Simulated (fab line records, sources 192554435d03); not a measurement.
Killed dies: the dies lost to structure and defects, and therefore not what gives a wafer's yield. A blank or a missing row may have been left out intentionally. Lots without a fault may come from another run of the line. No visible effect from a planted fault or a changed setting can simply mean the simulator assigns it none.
fab line records	flow n5Finfet	part 1 of 2: steps 1 to 3 of 6
[record] lots = 24	wafers = 72	lastDay = 19
route steps=1938 shown DUMMY_GATE@243 SD_EPI_N@293 SD_EPI_P@307 SD_ACTIVATION@334 ILD0@338
lots untouched by any fault: they come from a run of this same line in which no faults occurred
startH: hours from the record's first day to the start of the lot's first wafer shown	waitH: hours elapsed since this lot's preceding step	" the same as in the row above	L1.1+2: a single row standing in for several wafers	- no value, or no start given	* or withheld: withheld	< > ~ a bound
route shown NAME@n: NAME is a module with steps in the file, n the number in the route of the first one	usual: mean/standard deviation of fault-free wafers	same: alike in all rows	chamber/n: place in a boat	sites: the reading at each site	_std_site: how widely they spread, as a standard deviation	_edge_site: the outer-site mean with the inner-site mean subtracted	radiusMm: how far each site lies from the wafer's centre	mask NAME#n: copy n	behind: the most recent tool/chamber to have shaped the wafer	hold: why the lot was held/for how many hours/how that ended	device: the transistor (n, p or np) that didn't switch	end of line: the same wafers' tests at the end of the route	a step with no rows: only its recipe	killed: dies lost to structure and defects at the first sort, not the wafer's yield	map: the dies of a wafer, with x for killed, . for not killed, _ for no die there
set.NAME: the setting the step ran with; set.NAME@STEP: the setting that earlier step ran with	model.NAME: the simulator's own value behind a step, which no gauge read
steps of the route over a sample of lots; a table a step, a row a wafer
services: a tool's chamber out of use, with start hour (startH, from the record's first day; less than 0 if before it), hours out, and reason
[[steps]]
[step N5_DUMMY_GATE_ETCH_31]
[recipe] chemistry = C4F6/O2	target = SiO2	maskMaterial = SOC	targetDepthA = 825	timeS = 27.5	ionEnergyEv = 250	pressureMtorr = 30	sourceW = 345	biasW = 185	Ar_flow_sccm = 300	C4F6_flow_sccm = 10	O2_flow_sccm = 10
[usual] drypumpMotorCurrentA = 5.4/0.36	oesProductAu = 0.77/0.075	rfVppV = 665/7.2	showerheadPlenumPTorr = 2.84/0.064	throttleValvePct = 21.22/0.22
lot.wafer	tool	chamber	startH	waitH	drypumpMotorCurrentA	oesProductAu	rfHoursCounterH	rfVppV	showerheadPlenumPTorr	throttleValvePct
L074.2	rieDiel-05	3	50.72	0.0	5.4	0.82	87	682	2.89	20.92
L074.3	"	1	"	"	4.9	0.94	22	673	2.80	20.90
L074.4	"	2	"	"	5.9	0.87	62	664	2.88	21.43
L075.4	rieDiel-06	0	57.73	0.0	5.4	0.75	165	660	2.85	21.36
L075.5	"	1	"	"	5.7	0.70	-	659	2.71	21.30
L075.6	"	0	"	"	5.4	0.75	-	660	2.85	21.36
L076.2	rieDiel-05	3	58.63	0.0	5.4	0.80	90	681	2.88	20.92
L076.3	"	2	"	"	5.8	0.86	65	663	2.88	21.44
L076.5	"	2	"	"	5.8	0.85	-	662	2.88	21.44
L077.4	rieDiel-06	1	66.61	0.0	5.7	0.69	225	659	2.71	21.33
L077.5	"	1	"	"	5.7	0.69	-	659	2.71	21.32
L077.6	"	0	"	"	5.4	0.74	-	659	2.85	21.37
L078.1	rieDiel-03	2	70.63	0.0	5.8	0.73	151	670	2.96	20.88
L078.3	"	0	"	"	6.2	0.70	238	659	2.81	21.18
L078.4	"	3	"	"	5.4	0.78	114	657	2.87	21.41
L079.2	rieDiel-05	0	78.73	0.1	4.9	0.71	190	658	2.83	21.39
L079.5	"	0	"	"	4.9	0.71	-	658	2.84	21.41
L079.6	"	1	"	"	4.9	0.91	-	672	2.79	20.90
L080.2	rieDiel-05	1	86.81	0.0	4.9	0.91	32	671	2.79	20.89
L080.3	"	2	"	"	5.8	0.85	73	663	2.88	21.45
L080.6	"	1	"	"	5.0	0.91	-	672	2.79	20.90
L081.3	rieDiel-05	2	90.36	0.0	5.8	0.85	75	663	2.88	21.45
L081.5	"	0	"	"	4.9	0.71	-	658	2.83	21.42
L081.6	"	1	"	"	4.9	0.91	-	672	2.79	20.90
L082.2	rieDiel-03	3	94.55	0.0	5.4	0.77	121	656	2.86	21.42
L082.4	"	1	"	"	5.1	0.85	58	669	2.89	20.97
L082.5	"	1	"	"	5.1	0.85	-	670	2.89	20.98
L083.2	rieDiel-05	0	101.36	0.1	4.9	0.71	196	658	2.83	21.41
L083.3	"	2	"	"	5.8	0.85	78	663	2.88	21.48
L083.6	"	0	"	"	4.9	0.71	-	660	2.83	21.40
L084.2	rieDiel-06	1	106.20	0.0	5.7	0.68	236	659	2.70	21.32
L084.3	"	2	"	"	5.8	0.81	76	664	2.88	21.22
L084.4	"	0	"	"	5.4	0.74	179	659	2.84	21.40
L085.1	rieDiel-05	0	111.85	0.0	4.9	0.70	199	657	2.83	21.41
L085.2	"	3	"	"	5.4	0.78	107	682	2.88	20.93
L085.3	"	1	"	"	4.9	0.90	39	671	2.79	20.90
L086.4	rieDiel-06	3	123.81	0.2	5.1	0.70	227	662	2.81	21.43
L086.5	"	3	"	"	5.1	0.70	-	662	2.81	21.43
L086.6	"	2	"	"	5.8	0.80	-	665	2.88	21.23
L087.2	rieDiel-06	1	126.29	0.2	5.8	0.68	243	659	2.70	21.34
L087.4	"	1	"	"	5.7	0.68	-	660	2.70	21.33
L087.5	"	2	"	"	5.8	0.80	-	665	2.88	21.22
L088.2	rieDiel-06	1	132.51	0.0	5.8	0.68	246	658	2.70	21.34
L088.3	"	2	"	"	5.8	0.80	85	666	2.88	21.22
L088.5	"	1	"	"	5.7	0.67	-	660	2.70	21.33
L089.3	rieDiel-03	3	136.06	0.0	5.5	0.76	136	656	2.85	21.45
L089.4	"	1	"	"	5.2	0.82	-	669	2.89	20.97
L089.5	"	3	"	"	5.4	0.76	-	659	2.85	21.44
L090.2	rieDiel-05	1	143.09	0.0	4.9	0.88	47	672	2.79	20.91
L090.3	"	0	"	"	4.9	0.69	207	658	2.83	21.43
L090.4	"	3	"	"	5.4	0.77	115	683	2.87	20.94
L091.1	rieDiel-06	3	148.89	0.0	5.2	0.69	237	661	2.80	21.44
L091.3	"	0	"	"	5.4	0.72	190	659	2.84	21.39
L091.6	"	3	"	"	5.1	0.68	-	662	2.80	21.45
L092.2	rieDiel-05	0	153.87	0.0	4.9	0.69	210	657	2.83	21.45
L092.5	"	3	"	"	5.4	0.77	-	682	2.87	20.95
L092.6	"	0	"	"	4.9	0.70	-	659	2.83	21.44
L093.1	rieDiel-06	2	160.49	0.2	5.8	0.78	96	664	2.88	21.23
L093.3	"	3	"	"	5.2	0.70	242	663	2.80	21.46
L093.6	"	0	"	"	5.4	0.72	-	660	2.83	21.40
L094.1	rieDiel-06	0	169.48	0.0	5.4	0.72	199	658	2.83	21.42
L094.2	"	3	"	"	5.2	0.68	247	661	2.80	21.46
L094.3	"	2	"	"	5.8	0.79	101	664	2.87	21.26
L095.2	rieDiel-03	1	174.08	0.0	5.1	0.82	81	671	2.88	21.00
L095.3	"	2	"	"	5.7	0.70	183	667	2.95	20.91
L095.6	"	2	"	"	5.8	0.71	-	667	2.94	20.91
L096.4	rieDiel-03	2	185.24	0.0	5.8	0.70	185	667	2.94	20.92
L096.5	"	1	"	"	5.1	0.80	-	670	2.88	20.99
L096.6	"	2	"	"	5.7	0.70	-	669	2.94	20.91
L097.1	rieDiel-06	0	189.67	0.0	5.4	0.72	207	660	2.83	21.44
L097.3	"	1	"	"	5.8	0.96	4	670	3.04	20.99
L097.6	"	2	"	"	5.8	0.78	-	665	2.87	21.27
[step N5_DUMMY_GATE_HM_OPEN_21]
[recipe] chemistry = CH3F/O2	target = SiNx	targetDepthA = 1200	Ar_flow_sccm = 150	CH3F_flow_sccm = 30	O2_flow_sccm = 23	timeS = 171.4	pressureMtorr = 30	sourceW = 395	biasW = 73	ionEnergyEv = 120.7
[usual] CH3F_flow_sccm = 30.01/0.099	drypumpMotorCurrentA = 5.4/0.36	oesProductAu = 0.77/0.074	rfVppV = 299/3.1	showerheadPlenumPTorr = 2.02/0.048	throttleValvePct = 16.52/0.23
lot.wafer	tool	chamber	startH	waitH	CH3F_flow_sccm	drypumpMotorCurrentA	oesProductAu	rfHoursCounterH	rfVppV	showerheadPlenumPTorr	throttleValvePct
L074.2	rieDiel-05	3	50.80	0.0	30.11	5.4	0.80	87	307	2.05	16.19
L074.3	"	1	"	"	30.18	4.9	0.94	22	301	1.98	16.15
L074.4	"	2	"	"	30.02	5.8	0.87	62	299	2.05	16.67
L075.4	rieDiel-06	0	57.81	0.0	30.14	5.4	0.74	165	297	2.02	16.66
L075.5	"	1	"	"	30.01	5.7	0.69	-	296	1.92	16.63
L075.6	"	0	"	"	30.09	5.4	0.74	-	296	2.02	16.65
L076.2	rieDiel-05	3	58.71	0.0	29.98	5.4	0.80	90	306	2.05	16.21
L076.3	"	2	"	"	29.94	5.8	0.86	65	298	2.05	16.69
L076.5	"	2	"	"	29.90	5.8	0.86	-	299	2.05	16.68
L077.4	rieDiel-06	1	66.70	0.0	30.02	5.7	0.69	225	298	1.92	16.64
L077.5	"	1	"	"	30.05	5.7	0.70	-	295	1.92	16.65
L077.6	"	0	"	"	30.09	5.4	0.75	-	296	2.02	16.67
L078.1	rieDiel-03	2	70.71	0.0	30.01	5.7	0.73	151	300	2.10	16.22
L078.3	"	0	"	"	30.00	6.2	0.68	238	296	1.99	16.53
L078.4	"	3	"	"	30.03	5.4	0.77	114	295	2.03	16.66
L079.2	rieDiel-05	0	78.82	0.0	29.89	4.9	0.71	190	296	2.01	16.73
L079.5	"	0	"	"	29.99	4.9	0.71	-	297	2.01	16.72
L079.6	"	1	"	"	30.10	4.9	0.91	-	301	1.98	16.17
L080.2	rieDiel-05	1	86.90	0.0	30.15	4.9	0.91	32	302	1.98	16.18
L080.3	"	2	"	"	30.00	5.8	0.84	73	298	2.05	16.68
L080.6	"	1	"	"	30.04	4.9	0.91	-	303	1.98	16.16
L081.3	rieDiel-05	2	90.45	0.0	30.09	5.8	0.84	75	296	2.04	16.69
L081.5	"	0	"	"	29.96	4.9	0.71	-	296	2.01	16.72
L081.6	"	1	"	"	29.91	4.9	0.91	-	302	1.98	16.18
L082.2	rieDiel-03	3	94.63	0.0	29.91	5.4	0.77	121	297	2.03	16.70
L082.4	"	1	"	"	30.03	5.1	0.85	58	302	2.05	16.22
L082.5	"	1	"	"	29.90	5.1	0.85	-	302	2.05	16.23
L083.2	rieDiel-05	0	101.45	0.0	29.92	4.8	0.71	196	294	2.01	16.74
L083.3	"	2	"	"	30.00	5.8	0.85	78	300	2.04	16.70
L083.6	"	0	"	"	30.03	4.9	0.71	-	296	2.01	16.72
L084.2	rieDiel-06	1	106.28	0.0	30.07	5.7	0.68	236	296	1.91	16.66
L084.3	"	2	"	"	30.20	5.8	0.81	76	300	2.05	16.49
L084.4	"	0	"	"	29.94	5.4	0.73	180	296	2.02	16.69
L085.1	rieDiel-05	0	111.93	0.0	29.94	4.9	0.70	199	297	2.01	16.75
L085.2	"	3	"	"	30.09	5.4	0.78	107	306	2.04	16.23
L085.3	"	1	"	"	30.00	4.9	0.89	39	302	1.98	16.19
L086.4	rieDiel-06	3	123.89	0.0	30.05	5.2	0.70	228	297	1.99	16.76
L086.5	"	3	"	"	30.06	5.2	0.71	-	298	1.99	16.78
L086.6	"	2	"	"	30.06	5.9	0.81	-	300	2.05	16.49
L087.2	rieDiel-06	1	126.38	0.0	29.90	5.7	0.69	243	297	1.91	16.66
L087.4	"	1	"	"	29.91	5.7	0.68	-	297	1.91	16.67
L087.5	"	2	"	"	30.06	5.8	0.81	-	299	2.05	16.50
L088.2	rieDiel-06	1	132.60	0.0	30.06	5.7	0.68	246	296	1.91	16.68
L088.3	"	2	"	"	30.12	5.8	0.80	85	298	2.05	16.50
L088.5	"	1	"	"	30.11	5.7	0.67	-	296	1.91	16.66
L089.3	rieDiel-03	3	136.15	0.0	30.08	5.4	0.76	136	297	2.02	16.70
L089.4	"	1	"	"	29.83	5.1	0.83	-	302	2.05	16.24
L089.5	"	3	"	"	29.92	5.4	0.76	-	295	2.02	16.72
L090.2	rieDiel-05	1	143.18	0.0	29.84	4.9	0.88	47	302	1.97	16.19
L090.3	"	0	"	"	30.07	4.9	0.70	207	296	2.01	16.76
L090.4	"	3	"	"	30.17	5.4	0.77	115	306	2.04	16.26
L091.1	rieDiel-06	3	148.97	0.0	29.85	5.2	0.69	237	298	1.99	16.78
L091.3	"	0	"	"	29.94	5.4	0.73	190	297	2.01	16.71
L091.6	"	3	"	"	29.89	5.2	0.70	-	298	1.99	16.79
L092.2	rieDiel-05	0	153.95	0.0	29.77	4.9	0.70	210	295	2.00	16.77
L092.5	"	3	"	"	30.01	5.4	0.77	-	306	2.04	16.24
L092.6	"	0	"	"	29.88	4.9	0.70	-	297	2.00	16.76
L093.1	rieDiel-06	2	160.58	0.0	30.09	5.8	0.80	96	298	2.04	16.52
L093.3	"	3	"	"	29.96	5.2	0.70	242	298	1.99	16.79
L093.6	"	0	"	"	29.91	5.4	0.72	-	297	2.01	16.72
L094.1	rieDiel-06	0	169.57	0.0	30.02	5.4	0.72	199	296	2.01	16.70
L094.2	"	3	"	"	29.85	5.1	0.70	247	298	1.98	16.82
L094.3	"	2	"	"	29.93	5.8	0.78	101	299	2.04	16.52
L095.2	rieDiel-03	1	174.17	0.0	29.83	5.1	0.83	81	302	2.05	16.25
L095.3	"	2	"	"	30.15	5.7	0.70	183	300	2.09	16.28
L095.6	"	2	"	"	30.09	5.8	0.70	-	300	2.09	16.28
L096.4	rieDiel-03	2	185.32	0.0	30.16	5.7	0.71	186	301	2.09	16.30
L096.5	"	1	"	"	30.07	5.1	0.82	-	300	2.05	16.28
L096.6	"	2	"	"	29.95	5.7	0.71	-	302	2.09	16.29
L097.1	rieDiel-06	0	189.76	0.0	29.98	5.4	0.72	207	297	2.01	16.73
L097.3	"	1	"	"	30.16	5.7	0.97	4	303	2.16	16.24
L097.6	"	2	"	"	29.95	5.8	0.78	-	301	2.04	16.55
[step N5_SD_EPI_N_LINER_46]
[recipe] material = SiNx	targetThkA = 30	tempC = 400	aldPrecursorFamily = SiH2I2	aldCoReactant = N2/H2-plasma	pressureTorr = 2
[usual] heaterPowerW = 869/72
lot.wafer	tool	chamber	startH	waitH	heaterPowerW
L074.2	aldSin-02	2	56.24	0.1	855
L074.3	"	1	"	"	847
L074.4	"	0	"	"	877
L075.4	aldSin-01	0	64.56	0.6	914
L075.5	"	3	"	"	923
L075.6	"	0	"	"	908
L076.2	aldSin-01	0	64.78	0.7	904
L076.3	"	1	"	"	926
L076.5	"	0	"	"	902
L077.4	aldSin-02	2	73.11	0.2	820
L077.5	"	1	"	"	858
L077.6	"	0	"	"	879
L078.1	aldSin-03	0	76.89	0.2	778
L078.3	"	3	"	"	776
L078.4	"	2	"	"	894
L079.2	aldSin-01	1	84.75	0.2	919
L079.5	"	3	"	"	921
L079.6	"	0	"	"	908
L080.2	aldSin-01	2	92.41	0.1	894
L080.3	"	1	"	"	947
L080.6	"	0	"	"	931
L081.3	aldSin-01	0	96.24	0.1	923
L081.5	"	0	"	"	907
L081.6	"	3	"	"	931
L082.2	aldSin-02	0	100.09	0.1	888
L082.4	"	1	"	"	878
L082.5	"	3	"	"	657
L083.2	aldSin-01	0	107.06	0.2	921
L083.3	"	1	"	"	940
L083.6	"	1	"	"	924
L084.2	aldSin-03	2	114.32	0.2	891
L084.3	"	1	"	"	839
L084.4	"	1	"	"	822
L085.1	aldSin-01	1	117.23	0.2	932
L085.2	"	3	"	"	927
L085.3	"	2	"	"	903
L086.4	aldSin-03	2	129.91	0.1	888
L086.5	"	1	"	"	815
L086.6	"	0	"	"	770
L087.2	aldSin-01	1	133.48	0.1	914
L087.4	"	3	"	"	939
L087.5	"	0	"	"	909
L088.2	aldSin-02	1	138.03	0.1	885
L088.3	"	0	"	"	886
L088.5	"	0	"	"	869
L089.3	aldSin-01	0	143.55	0.5	903
L089.4	"	2	"	"	918
L089.5	"	1	"	"	932
L090.2	aldSin-02	1	149.65	0.7	860
L090.3	"	2	"	"	866
L090.4	"	0	"	"	902
L091.1	aldSin-02	2	154.99	0.4	859
L091.3	"	0	"	"	898
L091.6	"	1	"	"	891
L092.2	aldSin-03	3	159.86	0.7	776
L092.5	"	1	"	"	809
L092.6	"	0	"	"	767
L093.1	aldSin-01	3	166.91	0.4	936
L093.3	"	2	"	"	899
L093.6	"	1	"	"	938
L094.1	aldSin-01	3	174.87	0.2	908
L094.2	"	1	"	"	920
L094.3	"	0	"	"	911
L095.2	aldSin-02	3	179.92	0.5	655
L095.3	"	0	"	"	876
L095.6	"	0	"	"	891
L096.4	aldSin-03	3	191.64	0.1	785
L096.5	"	1	"	"	827
L096.6	"	0	"	"	781
L097.1	aldSin-02	1	195.51	0.2	883
L097.3	"	2	"	"	885
L097.6	"	2	"	"	876
